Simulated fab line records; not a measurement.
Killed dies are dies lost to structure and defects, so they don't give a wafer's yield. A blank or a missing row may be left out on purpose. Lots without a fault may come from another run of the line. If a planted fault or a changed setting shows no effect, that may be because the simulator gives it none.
Which of the tools did it? -- flow n5-finfet -- 72 wafers from 24 lots sampled at 6 of the route's 1938 steps

== WHAT EACH GAUGE READ, for each wafer ==
N5_BEOL_M10_CD_MEAS_28: target cd 70 nm.
lot,measured,on,cd-nm (nm)
L075,day 10 04:37,cd-sem-03,70.5 69.3 69.3
L074,day 10 04:47,cd-sem-01,70.5 72.0 71.9
L076,day 10 18:10,cd-sem-03,70.2 70.8 69.9
L078,day 10 18:20,cd-sem-01,70.3 71.4 70.3
L077,day 11 00:59,cd-sem-02,70.2 70.8 69.2
L080,day 11 04:57,cd-sem-02,70.8 69.9 68.8
L079,day 11 05:07,cd-sem-02,68.5 68.9 69.9
L081,day 11 07:41,cd-sem-02,69.4 69.1 70.0
L082,day 12 04:31,cd-sem-03,70.0 69.4 67.8
L083,day 12 04:41,cd-sem-01,71.1 68.5 68.8
L084,day 12 04:51,cd-sem-01,70.5 68.4 71.1
L085,day 12 10:16,cd-sem-01,69.0 70.0 69.4
L086,day 12 10:45,cd-sem-03,68.9 70.1 68.7
L089,day 13 06:22,cd-sem-01,70.6 70.4 70.1
L087,day 13 06:32,cd-sem-01,68.2 68.6 67.2
L088,day 13 17:08,cd-sem-02,68.5 69.2 69.8
L090,day 14 00:28,cd-sem-03,70.9 69.8 70.3
L091,day 14 00:38,cd-sem-03,71.1 69.1 70.1
L093,day 14 13:34,cd-sem-01,69.7 69.4 69.8
L092,day 14 17:11,cd-sem-03,70.3 68.9 69.9
L095,day 14 23:14,cd-sem-03,72.0 69.9 72.4
L094,day 15 03:31,cd-sem-02,69.2 71.3 70.4
L096,day 15 09:26,cd-sem-02,73.6 71.0 71.1
L097,day 15 22:31,cd-sem-02,67.8 67.8 67.1

N5_BEOL_M10_OVL_MEAS_29.
lot,measured,on,V9_OVL (nm)
L075,day 10 04:39,overlay-02,-0.4 -0.5 0.1
L074,day 10 04:49,overlay-02,0.0 -0.6 -0.5
L076,day 10 18:12,overlay-02,-1.3 -1.8 -1.2
L078,day 10 18:22,overlay-02,-0.9 -0.2 -1.0
L077,day 11 01:01,overlay-01,0.0 -1.3 0.4
L080,day 11 04:59,overlay-01,0.9 -0.4 0.2
L079,day 11 05:09,overlay-01,-0.2 0.1 -1.0
L081,day 11 07:43,overlay-01,-0.2 0.9 -0.2
L082,day 12 04:32,overlay-01,-0.9 -2.0 -2.0
L083,day 12 04:43,overlay-02,-0.1 1.4 0.2
L084,day 12 04:53,overlay-01,0.2 0.4 0.2
L085,day 12 10:18,overlay-01,-0.1 0.0 -0.2
L086,day 12 10:47,overlay-01,0.5 0.1 -0.6
L089,day 13 06:23,overlay-02,-0.2 0.1 -0.7
L087,day 13 06:34,overlay-02,0.5 0.9 0.6
L088,day 13 17:10,overlay-01,0.2 0.0 0.5
L090,day 14 00:29,overlay-01,1.0 0.9 0.0
L091,day 14 00:40,overlay-01,1.1 -0.3 0.2
L093,day 14 13:35,overlay-02,0.1 -1.0 -0.2
L092,day 14 17:13,overlay-01,0.2 0.2 -0.6
L095,day 14 23:16,overlay-02,-0.8 -0.6 -0.7
L094,day 15 03:32,overlay-02,0.2 0.4 0.5
L096,day 15 09:28,overlay-01,0.6 -0.5 -0.3
L097,day 15 22:33,overlay-01,-0.1 1.2 0.7

N5_BEOL_M12_CD_MEAS_28: target cd 160.2 nm.
lot,measured,on,cd-nm (nm)
L075,day 10 18:50,cd-sem-03,162.3 161.4 161.0
L074,day 10 20:31,cd-sem-01,157.8 161.5 160.9
L076,day 11 06:28,cd-sem-02,163.1 162.5 161.8
L078,day 11 09:45,cd-sem-03,162.8 159.8 162.4
L077,day 11 13:05,cd-sem-01,165.2 161.1 159.3
L080,day 11 17:11,cd-sem-01,157.9 159.6 158.5
L079,day 11 19:58,cd-sem-02,163.0 161.6 158.8
L081,day 11 21:36,cd-sem-03,158.3 163.0 161.0
L082,day 12 15:25,cd-sem-01,157.7 161.1 158.4
L083,day 12 15:22,cd-sem-03,160.3 161.2 157.6
L084,day 12 17:31,cd-sem-02,159.6 163.1 159.7
L085,day 12 21:02,cd-sem-02,163.3 165.6 161.9
L086,day 13 01:14,cd-sem-01,160.9 163.2 163.5
L089,day 13 20:43,cd-sem-01,162.7 160.1 162.3
L087,day 13 21:59,cd-sem-01,162.6 164.5 158.9
L088,day 14 05:16,cd-sem-03,159.3 162.7 159.9
L090,day 14 14:40,cd-sem-03,160.9 156.0 154.1
L091,day 14 14:56,cd-sem-02,163.2 163.7 161.8
L093,day 15 02:28,cd-sem-03,160.6 163.5 162.3
L092,day 15 05:17,cd-sem-03,166.0 162.0 159.7
L095,day 15 11:41,cd-sem-03,162.5 162.5 165.7
L094,day 15 14:59,cd-sem-03,161.6 164.3 160.1
L096,day 15 21:55,cd-sem-01,161.1 160.4 163.6
L097,day 16 14:06,cd-sem-02,160.7 159.9 162.6

N5_BEOL_M12_OVL_MEAS_29.
lot,measured,on,M12_OVL (nm)
L075,day 10 18:52,overlay-02,6 7 2
L074,day 10 20:33,overlay-01,1 -1 2
L076,day 11 06:30,overlay-02,-1 7 1
L078,day 11 09:47,overlay-02,2 -3 -3
L077,day 11 13:07,overlay-01,-8 8 2
L080,day 11 17:13,overlay-02,4 3 11
L079,day 11 20:00,overlay-01,-2 -1 5
L081,day 11 21:38,overlay-02,-5 -11 -11
L082,day 12 15:26,overlay-02,-1 -4 -2
L083,day 12 15:24,overlay-01,-3 -3 4
L084,day 12 17:33,overlay-02,12 6 12
L085,day 12 21:04,overlay-01,12 7 13
L086,day 13 01:16,overlay-01,-6 -8 -6
L089,day 13 20:44,overlay-02,1 1 6
L087,day 13 22:01,overlay-01,-10 -8 -9
L088,day 14 05:17,overlay-02,-4 0 -2
L090,day 14 14:41,overlay-01,5 13 10
L091,day 14 14:58,overlay-02,0 -14 0
L093,day 15 02:30,overlay-02,4 7 -1
L092,day 15 05:19,overlay-01,10 4 3
L095,day 15 11:43,overlay-02,-5 0 0
L094,day 15 15:01,overlay-01,-1 8 2
L096,day 15 21:56,overlay-02,-3 4 0
L097,day 16 14:08,overlay-02,-3 8 4

== EACH LOT AND THE TOOL THAT RAN IT (in order: tool; ch and the chambers of the sampled wafers; start) ==
lot,N5_BEOL_M11_TRENCH_ETCH_37,N5_BEOL_M11_CMP_52
L075,"rie-diel-02 ch 1,2,3, day 10 17:03 or earlier","cmp-01 ch 0,1, day 10 17:03"
L074,"rie-diel-02 ch 1,2,3, day 10 17:49 or earlier","cmp-01 ch 0,1,3, day 10 17:49"
L076,"rie-diel-02 ch 0,2, day 11 04:21 or earlier","cmp-03 ch 0,2, day 11 04:21"
L078,"rie-diel-03 ch 1,2, day 11 07:27 or earlier","cmp-03 ch 0,1,2, day 11 07:27"
L077,"rie-diel-06 ch 0,1, day 11 10:55 or earlier","cmp-04 ch 2,3, day 11 10:55"
L080,"rie-diel-03 ch 1,2,3, day 11 15:07 or earlier","cmp-03 ch 0,1,2, day 11 15:07"
L079,"rie-diel-02 ch 0,3, day 11 17:40 or earlier","cmp-03 ch 1,2,3, day 11 17:40"
L081,"rie-diel-06 ch 1,2,3, day 11 19:20 or earlier","cmp-03 ch 0,1, day 11 19:20"
L082,"rie-diel-06 ch 1,3, day 12 13:19 or earlier","cmp-03 ch 0,2,3, day 12 13:19"
L083,"rie-diel-02 ch 1,3, day 12 12:54 or earlier","cmp-01 ch 0,3, day 12 12:54"
L084,"rie-diel-03 ch 1,2,3, day 12 15:31 or earlier","cmp-03 ch 0,1, day 12 15:31"
L085,"rie-diel-02 ch 1,2, day 12 19:12 or earlier","cmp-04 ch 0,1,3, day 12 19:12"
L086,"rie-diel-03 ch 0,2,3, day 12 23:10 or earlier","cmp-03 ch 1,2, day 12 23:10"
L089,"rie-diel-06 ch 1,2, day 13 18:37 or earlier","cmp-04 ch 0,1,3, day 13 18:37"
L087,"rie-diel-03 ch 2,3, day 13 20:04 or earlier","cmp-03 ch 1,2,3, day 13 20:04"
L088,"rie-diel-06 ch 0,1, day 14 03:23 or earlier","cmp-04 ch 0,2,3, day 14 03:23"
L090,"rie-diel-03 ch 0,1,2, day 14 12:40 or earlier","cmp-04 ch 1,2,3, day 14 12:40"
L091,"rie-diel-02 ch 1,2,3, day 14 12:51 or earlier","cmp-03 ch 0,2,3, day 14 12:51"
L093,"rie-diel-02 ch 1,2,3, day 15 00:23 or earlier","cmp-03 ch 1,2,3, day 15 00:23"
L092,"rie-diel-06 ch 1,2,3, day 15 03:13 or earlier","cmp-01 ch 0,2,3, day 15 03:13"
L095,"rie-diel-02 ch 0,1,3, day 15 09:38 or earlier","cmp-01 ch 2,3, day 15 09:38"
L094,"rie-diel-03 ch 0,2,3, day 15 12:59 or earlier","cmp-01 ch 0,1,2, day 15 12:59"
L096,"rie-diel-03 ch 0,1,3, day 15 20:00 or earlier","cmp-04 ch 0,3, day 15 20:00"
L097,"rie-diel-03 ch 2, day 16 11:52 or earlier","cmp-04 ch 0,2, day 16 11:52"
- N5_BEOL_M11_TRENCH_ETCH_37: etches SiCOH lowk in C4F6/O2, target depth 148.83 nm, time 48 s.
- N5_BEOL_M11_CMP_52: polishes, stops on SiCOH lowk, t overpolish 7 s, target thk 140 nm.

== AS READ BY THE TOOLS THEMSELVES (means over the sampled wafers that have a number; for cases with no such wafer, the mark the record gives instead) ==
N5_BEOL_M11_TRENCH_ETCH_37.
lot,tool,chamber-pressure-mTorr (mTorr),drypump-motor-current-A (A),oes_ar_750_au (a.u.),oes_f_703_au (a.u.),oes-product-au (a.u.),rf-vpp-V (V),showerhead-plenum-p-Torr (Torr),throttle-valve-pct (%)
L075,rie-diel-02,30.013,5.7,0.80,0.77,0.81,653,2.84,21.07
L074,rie-diel-02,29.957,5.7,0.80,0.78,0.80,653,2.84,21.08
L076,rie-diel-02,30.028,5.7,0.76,0.75,0.76,659,2.68,21.17
L078,rie-diel-03,29.974,5.2,0.82,0.81,0.83,658,2.85,20.94
L077,rie-diel-06,29.996,5.7,0.77,0.77,0.76,656,2.90,21.07
L080,rie-diel-03,29.989,5.6,0.78,0.77,0.76,648,2.81,20.87
L079,rie-diel-02,30.015,5.9,0.83,0.79,0.85,675,2.85,21.03
L081,rie-diel-06,29.998,5.0,0.76,0.76,0.76,652,2.88,21.03
L082,rie-diel-06,30.000,4.9,0.79,0.80,0.78,651,2.88,20.88
L083,rie-diel-02,29.986,5.8,0.89,0.85,0.91,666,2.90,20.95
L084,rie-diel-03,29.996,5.6,0.87,0.86,0.87,652,2.92,20.74
L085,rie-diel-02,29.984,5.6,0.88,0.87,0.88,639,2.79,20.99
L086,rie-diel-03,29.988,5.9,0.82,0.82,0.82,654,2.90,20.80
L089,rie-diel-06,30.002,5.0,0.88,0.87,0.88,649,2.87,20.94
L087,rie-diel-03,30.013,5.7,0.84,0.84,0.84,658,2.84,20.86
L088,rie-diel-06,30.010,5.9,0.91,0.90,0.91,673,3.01,21.01
L090,rie-diel-03,29.992,5.4,0.76,0.75,0.75,653,2.89,20.91
L091,rie-diel-02,30.007,5.7,0.84,0.82,0.85,653,2.83,20.97
L093,rie-diel-02,29.984,5.7,0.84,0.82,0.84,653,2.83,20.98
L092,rie-diel-06,29.991,5.0,0.82,0.82,0.82,651,2.87,20.93
L095,rie-diel-02,30.018,5.8,0.81,0.79,0.81,662,2.79,21.11
L094,rie-diel-03,29.999,5.9,0.79,0.79,0.79,653,2.89,20.83
L096,rie-diel-03,30.001,5.8,0.79,0.79,0.79,647,2.97,20.72
L097,rie-diel-03,30.005,5.3,0.77,0.76,0.77,662,2.75,21.09

N5_BEOL_M11_CMP_52.
lot,tool,barrier-field-endpoint-s (s),clearing-platen-down-force-psi (psi),motor-current-A (A),overpolish-run-s (s),time-to-endpoint-s (s)
L075,cmp-01,30.0,1.501,5.7,6.994,69
L074,cmp-01,29.6,1.499,6.1,7.006,66
L076,cmp-03,28.5,1.497,6.6,7.000,65
L078,cmp-03,28.1,1.500,6.5,7.000,63
L077,cmp-04,29.5,1.502,6.9,7.003,64
L080,cmp-03,27.6,1.499,6.4,6.997,62
L079,cmp-03,27.5,1.497,6.7,6.984,60
L081,cmp-03,27.4,1.503,6.2,6.992,60
L082,cmp-03,28.1,1.501,6.9,7.000,66
L083,cmp-01,28.8,1.502,6.1,6.998,62
L084,cmp-03,28.6,1.502,6.4,7.002,62
L085,cmp-04,29.6,1.499,6.0,7.001,67
L086,cmp-03,27.5,1.503,6.5,7.012,60
L089,cmp-04,27.9,1.500,6.2,6.998,64
L087,cmp-03,28.3,1.496,6.6,7.000,66
L088,cmp-04,28.5,1.501,6.6,7.002,64
L090,cmp-04,28.8,1.503,6.3,7.001,65
L091,cmp-03,28.8,1.501,6.5,6.993,64
L093,cmp-03,27.9,1.499,6.7,7.004,61
L092,cmp-01,29.3,1.502,5.8,6.990,69
L095,cmp-01,30.2,1.499,5.7,6.995,71
L094,cmp-01,28.5,1.498,5.6,6.996,66
L096,cmp-04,27.7,1.496,6.3,7.003,64
L097,cmp-04,27.5,1.502,6.7,6.987,60

== THE ANSWER, worked out from the rows above alone ==
Rule: the lots themselves supply what counts as usual. The widest of any qualifying gaps counts: lots, ordered by their means at a reading, are off when they make up no more than a third of the lots, leave a main group of 4 or more, and stand apart from it by 3 or more times the standard deviation of that group's means. If all means in a main group match to the digits the tables above print for the reading, that group is not used. A lot without any number at a reading at which 4 lots or more have one is off too. Any other lot the step has rows for is counted as sound. The gauges are gone through in route order, then the tools' own readings, and for those a lot's mean is taken as printed above. At the first step where some lot is off, the reading lying furthest off is the one used; lots without a number count as furthest.
No lot is off on any of the readings shown, so nothing can be concluded from this.

== WHAT THE SIMULATOR HAD PUT IN ==
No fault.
